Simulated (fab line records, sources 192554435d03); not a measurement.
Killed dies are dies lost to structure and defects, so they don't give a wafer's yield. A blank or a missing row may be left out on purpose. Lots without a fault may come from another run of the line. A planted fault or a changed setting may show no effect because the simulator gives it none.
Which tool did it? | flow n5_finfet | 9 lots, 27 wafers sampled, at 5 steps of a route of 1938

WHAT THE GAUGES READ, wafer by wafer
N5_GATE_CUT_THK_MEAS_24. Usual: GC_FILL_THK 220.7 nm, standard deviation 2.
lot  | measured    | on            | GC_FILL_THK (nm)  | flag
L584 | day 5 01:26 | film_metro-02 | 219.5 220.9 222.0 |
L585 | day 5 08:23 | film_metro-01 | 219.6 224.4 224.6 |
L589 | day 6 09:53 | film_metro-01 | 220.0 220.2 223.7 |
L591 | day 6 20:00 | film_metro-01 | 223.4 225.1 224.5 |
L592 | day 7 01:34 | film_metro-02 | 221.0 222.7 223.7 |
L594 | day 7 17:31 | film_metro-01 | 221.8 217.7 222.1 |
L596 | day 8 05:09 | film_metro-02 | 220.0 221.5 220.2 |
L601 | day 9 11:02 | film_metro-01 | 217.4 220.6 220.9 |
L602 | day 9 17:46 | film_metro-02 | 220.9 221.8 220.3 |

N5_BEOL_M4_RC_MEAS_101. Usual: DIBL_N 36.0 mV/V, standard deviation 2.5; DIBL_P 36.7 mV/V, standard deviation 3; IOFF_N 0.16 nA/um, standard deviation 0.043; IOFF_P 0.21 nA/um, standard deviation 0.049; ION_N 673 uA/um, standard deviation 15; ION_P 461 uA/um, standard deviation 9.8; SS_N 71.5 mV/dec, standard deviation 0.83; SS_P 73.4 mV/dec, standard deviation 0.83; VT_N 250 mV, standard deviation 4; VT_P -251 mV, standard deviation 4.
lot  | measured     | on        | DIBL_N (mV/V)  | DIBL_P (mV/V)  | IOFF_N (nA/um) | IOFF_P (nA/um) | ION_N (uA/um) | ION_P (uA/um) | SS_N (mV/dec)  | SS_P (mV/dec)  | VT_N (mV)   | VT_P (mV)      | flag
L584 | day 8 12:34  | prober-02 | 36.6 38.3 34.3 | 37.3 38.7 34.4 | 0.18 0.20 0.13 | 0.19 0.22 0.16 | 697 686 676   | 468 459 463   | 71.9 72.2 70.9 | 74.1 74.5 73.0 | 248 247 254 | -254 -251 -255 |
L585 | day 8 17:45  | prober-02 | 40.0 35.5 40.0 | 40.1 35.4 41.3 | 0.22 0.14 0.24 | 0.28 0.20 0.32 | 691 664 700   | 467 455 482   | 72.0 71.4 72.0 | 73.9 73.4 73.7 | 243 251 242 | -243 -251 -243 |
L589 | day 9 20:40  | prober-02 | 30.3 31.6 36.3 | 32.5 34.5 39.7 | 0.10 0.12 0.23 | 0.14 0.16 0.26 | 645 651 681   | 441 453 464   | 71.2 70.9 73.6 | 71.8 72.6 73.7 | 256 252 244 | -257 -254 -246 |
L591 | day 10 02:14 | prober-01 | 39.2 35.1 33.3 | 43.4 35.1 35.7 | 0.28 0.17 0.13 | 0.32 0.18 0.17 | 689 666 677   | 470 456 463   | 72.0 71.2 69.9 | 75.1 73.2 72.6 | 242 249 251 | -244 -254 -254 |
L592 | day 10 04:03 | prober-02 | 39.1 37.2 34.3 | 38.4 37.8 34.9 | 0.18 0.15 0.12 | 0.22 0.21 0.18 | 668 665 651   | 457 455 456   | 72.7 71.9 70.4 | 74.4 73.5 73.3 | 251 251 254 | -251 -252 -255 |
L594 | day 10 21:15 | prober-02 | 34.1 34.7 35.0 | 31.5 31.4 31.5 | 0.12 0.11 0.13 | 0.19 0.18 0.20 | 685 651 662   | 473 455 466   | 70.1 71.0 70.8 | 72.6 72.2 72.7 | 253 256 253 | -250 -248 -248 |
L596 | day 11 03:30 | prober-01 | 41.8 34.5 35.7 | 41.4 32.9 33.3 | 0.27 0.13 0.13 | 0.32 0.18 0.18 | 684 668 650   | 462 462 447   | 73.2 70.4 71.9 | 74.9 72.5 73.4 | 247 251 256 | -244 -251 -251 |
L601 | day 13 00:16 | prober-02 | 33.7 35.5 37.5 | 35.3 37.1 38.7 | 0.12 0.15 0.17 | 0.17 0.19 0.20 | 674 679 666   | 458 461 445   | 71.4 71.3 72.2 | 72.8 73.7 74.1 | 255 250 253 | -256 -253 -252 |
L602 | day 13 08:08 | prober-01 | 37.2 33.4 34.2 | 38.7 33.9 34.3 | 0.19 0.13 0.15 | 0.26 0.19 0.20 | 677 662 682   | 464 463 472   | 71.9 70.9 71.5 | 73.6 72.9 72.6 | 248 253 246 | -248 -250 -249 |

WHICH TOOL RAN EACH LOT (tool, then ch and the chambers of the sampled wafers, then the start)
lot  | N5_GATE_CUT_ETCH_37               | N5_GATE_CUT_CUT_ETCH_54          | N5_GATE_CUT_CMP_23
L584 | rie_diel-03 ch 1,2, day 4 22:53   | rie_metal-02 ch 0,1, day 4 23:16 | cmp-01 ch 1,2,3, day 5 01:08
L585 | rie_diel-02 ch 2,3, day 5 05:50   | rie_metal-03 ch 0, day 5 06:13   | cmp-03 ch 0,2,3, day 5 08:05
L589 | rie_diel-01 ch 1,2,3, day 6 07:20 | rie_metal-03 ch 0,1, day 6 07:43 | cmp-01 ch 0,1,3, day 6 09:35
L591 | rie_diel-02 ch 1,2, day 6 17:28   | rie_metal-03 ch 0,1, day 6 17:50 | cmp-01 ch 1,2,3, day 6 19:44
L592 | rie_diel-03 ch 0,1,2, day 6 23:01 | rie_metal-02 ch 0,1, day 6 23:23 | cmp-04 ch 0,1,2, day 7 01:16
L594 | rie_diel-01 ch 0,2,3, day 7 14:58 | rie_metal-01 ch 0,1, day 7 15:20 | cmp-01 ch 0,1,2, day 7 17:13
L596 | rie_diel-01 ch 1,3, day 8 02:37   | rie_metal-01 ch 0,1, day 8 02:59 | cmp-03 ch 0,1,2, day 8 04:51
L601 | rie_diel-01 ch 1,2,3, day 9 08:22 | rie_metal-02 ch 0,1, day 9 08:44 | cmp-04 ch 1,2,3, day 9 10:47
L602 | rie_diel-03 ch 1,2,3, day 9 14:53 | rie_metal-02 ch 1, day 9 15:20   | cmp-04 ch 0,3, day 9 17:28
- N5_GATE_CUT_ETCH_37: etches SOC in N2/H2, target depth 60 nm, overetch 12 nm, time 90 s.
- N5_GATE_CUT_CUT_ETCH_54: etches TiN in Cl2/BCl3, target depth 96.7 nm.
- N5_GATE_CUT_CMP_23: polishes, stops on SiO2, t overpolish 23.4 s, target thk 16 nm.

WHAT THE TOOLS THEMSELVES READ (means of the sampled wafers that have a number; where no wafer has one, the mark that the record gives instead)
N5_GATE_CUT_ETCH_37. Usual: bias_w 150.0 W, standard deviation 0.42; drypump_motor_current_A 5.8 A, standard deviation 0.5; oes_product_au 0.68 a.u., standard deviation 0.065; rf_vpp_V 523.8 V, standard deviation 2.7; showerhead_plenum_p_Torr 2.54 Torr, standard deviation 0.09; throttle_valve_pct 17.9 %, standard deviation 0.3.
lot  | tool        | bias_w (W) | drypump_motor_current_A (A) | oes_product_au (a.u.) | rf_vpp_V (V) | showerhead_plenum_p_Torr (Torr) | throttle_valve_pct (%) | flag
L584 | rie_diel-03 | 149.8      | 5.6                         | 0.66                  | 522.6        | 2.50                            | 18.0                   |
L585 | rie_diel-02 | 149.9      | 5.6                         | 0.71                  | 523.5        | 2.50                            | 17.7                   |
L589 | rie_diel-01 | 149.8      | 6.3                         | 0.65                  | 523.1        | 2.52                            | 17.9                   |
L591 | rie_diel-02 | 149.8      | 6.0                         | 0.66                  | 522.0        | 2.50                            | 17.8                   |
L592 | rie_diel-03 | 149.9      | 5.6                         | 0.65                  | 524.3        | 2.56                            | 18.1                   |
L594 | rie_diel-01 | 149.6      | 6.0                         | 0.70                  | 524.3        | 2.57                            | 17.9                   |
L596 | rie_diel-01 | 150.1      | 6.6                         | 0.64                  | 522.2        | 2.48                            | 17.7                   |
L601 | rie_diel-01 | 149.8      | 6.3                         | 0.63                  | 524.0        | 2.51                            | 18.0                   |
L602 | rie_diel-03 | 150.2      | 5.4                         | 0.64                  | 522.6        | 2.52                            | 18.1                   |

N5_GATE_CUT_CUT_ETCH_54. Usual: bias_w 126.1 W, standard deviation 0.32; drypump_motor_current_A 5.46 A, standard deviation 0.2; etch_rf_on_time_s 36.6 s, standard deviation 1.4; oes_product_au 0.70 a.u., standard deviation 0.099; throttle_valve_pct 22.31 %, standard deviation 0.17.
lot  | tool         | bias_w (W) | drypump_motor_current_A (A) | etch_rf_on_time_s (s) | oes_product_au (a.u.) | throttle_valve_pct (%) | flag
L584 | rie_metal-02 | 126.0      | 5.44                        | 36.9                  | 0.64                  | 22.36                  |
L585 | rie_metal-03 | 125.8      | 5.23                        | 38.4                  | 0.73                  | 22.20                  |
L589 | rie_metal-03 | 126.2      | 5.31                        | 37.0                  | 0.70                  | 22.30                  |
L591 | rie_metal-03 | 126.1      | 5.30                        | 37.4                  | 0.69                  | 22.33                  |
L592 | rie_metal-02 | 126.0      | 5.38                        | 35.5                  | 0.72                  | 22.38                  |
L594 | rie_metal-01 | 126.1      | 5.77                        | 36.5                  | 0.74                  | 22.10                  |
L596 | rie_metal-01 | 126.1      | 5.66                        | 37.0                  | 0.77                  | 22.07                  |
L601 | rie_metal-02 | 126.0      | 5.39                        | 35.9                  | 0.70                  | 22.40                  |
L602 | rie_metal-02 | 126.1      | 5.31                        | 34.6                  | 0.79                  | 22.40                  |

N5_GATE_CUT_CMP_23. Usual: edge_zone_pressure_frac 1.000, standard deviation 0.0051; head_pressure_psi 2.499 psi, standard deviation 0.0055; motor_current_A 8.9 A, standard deviation 0.61; overpolish_run_s 23.399 s, standard deviation 0.0088; time_to_endpoint_s 21 s, standard deviation 3.
lot  | tool   | edge_zone_pressure_frac | head_pressure_psi (psi) | motor_current_A (A) | overpolish_run_s (s) | time_to_endpoint_s (s) | flag
L584 | cmp-01 | 0.997                   | 2.500                   | 8.2                 | 23.400               | 18                     |
L585 | cmp-03 | 0.998                   | 2.495                   | 9.5                 | 23.395               | 18                     |
L589 | cmp-01 | 1.002                   | 2.497                   | 7.9                 | 23.391               | 22                     |
L591 | cmp-01 | 1.002                   | 1.799                   | 6.9                 | 23.394               | 25                     | OFF
L592 | cmp-04 | 0.999                   | 2.497                   | 8.9                 | 23.396               | 25                     |
L594 | cmp-01 | 1.004                   | 1.797                   | 7.2                 | 23.404               | 28                     | OFF
L596 | cmp-03 | 1.001                   | 2.494                   | 9.0                 | 23.406               | 20                     |
L601 | cmp-04 | 1.000                   | 2.510                   | 9.2                 | 23.394               | 23                     |
L602 | cmp-04 | 0.997                   | 2.501                   | 9.4                 | 23.399               | 22                     |

THE ANSWER, worked out from the rows above alone
Rule: a lot is off if the mean of its wafers that have a number lies more than 3 standard deviations from the usual mean. A lot without any number at a reading at which 4 lots or more have one is off too. The other lots that the step has rows for count as sound. The gauges are gone through in route order, then the tools' own readings, and for those a lot's mean is taken as printed above. The first step at which some lot is off is used, and at that step the reading that is off furthest; a lot without a number counts as furthest.
Off: L591, L594, at N5_GATE_CUT_CMP_23 (head_pressure_psi).
A tool fits if, at that step or a process step before it, it ran every lot that is off, and no sound lot after the first of them. One fits: cmp-01 at N5_GATE_CUT_CMP_23. Its last sound lot is L589 (day 6 09:35), its first lot that is off L591 (day 6 19:44): a fault that began between those two fits.
The tool's own readings at N5_GATE_CUT_CMP_23 bear it out: on the lots that are off they differ by more than 5 times the standard deviation of the sound lots' means. head_pressure_psi reads 1.798 psi there against 2.499 psi on the sound lots.

WHAT THE SIMULATOR HAD PUT IN
Process parameter drift: cmp-01, from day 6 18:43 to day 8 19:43, at N5_GATE_CUT_CMP_23. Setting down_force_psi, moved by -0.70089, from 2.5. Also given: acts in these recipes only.
Lots struck among those shown: L591, L594. The rule above found the same.
